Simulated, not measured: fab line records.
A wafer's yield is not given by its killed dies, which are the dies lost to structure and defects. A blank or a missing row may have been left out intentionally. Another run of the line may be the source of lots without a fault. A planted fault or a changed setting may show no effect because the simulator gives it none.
Chamber matching    flow nand harc    NHARC_A_STAIRCASE_ALD_420 on ald hk-02: 4 sister chambers
The step deposits SiO2, target thk 20 nm, pulse time 6 s, ald cycles 200. 4 wafers are shown with their chamber, then 11 later ones without.

## WAFERS, EACH WITH ITS CHAMBER
wafer   chamber  heater power w (W)
L079.1  2        506
L083.2  1        450
L085.6  0        549
L086.1  3        442

## WAFERS WITHOUT THEIR CHAMBER
wafer   heater power w (W)
L086.2  446
L086.4  528
L087.2  512
L087.3  531
L087.4  446
L091.1  443
L091.3  503
L091.5  423
L096.1  496
L096.5  447
L096.6  490

## EACH ONE'S CHAMBER
wafer   from the rows above      in truth
L086.2  can't be placed: 1 or 3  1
L086.4  can't be placed: 0 or 2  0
L087.2  2                        2
L087.3  can't be placed: 0 or 2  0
L087.4  can't be placed: 1 or 3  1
L091.1  can't be placed: 3 or 1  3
L091.3  2                        2
L091.5  can't be placed: 3 or 1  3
L096.1  2                        2
L096.5  can't be placed: 1 or 3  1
L096.6  2                        2
Correct placement for 4 of the 11. Can't be placed from these rows: 7 (the true chamber is among the candidates in 7). Placed wrongly: 0.
How it was worked out, from the rows above alone: a wafer's distance from a chamber is the root of the sum, over the readings, of the square of ((its reading less the chamber's mean) divided by the reading's scatter). If the next closest chamber is less than 2 further off than the closest, the wafer can't be placed; otherwise it belongs to the closest. Each chamber's mean is taken over the wafers shown for it. The scatter: with one shown wafer a chamber, the root of the mean of the squares of how far each hidden wafer lies from its nearest shown one.
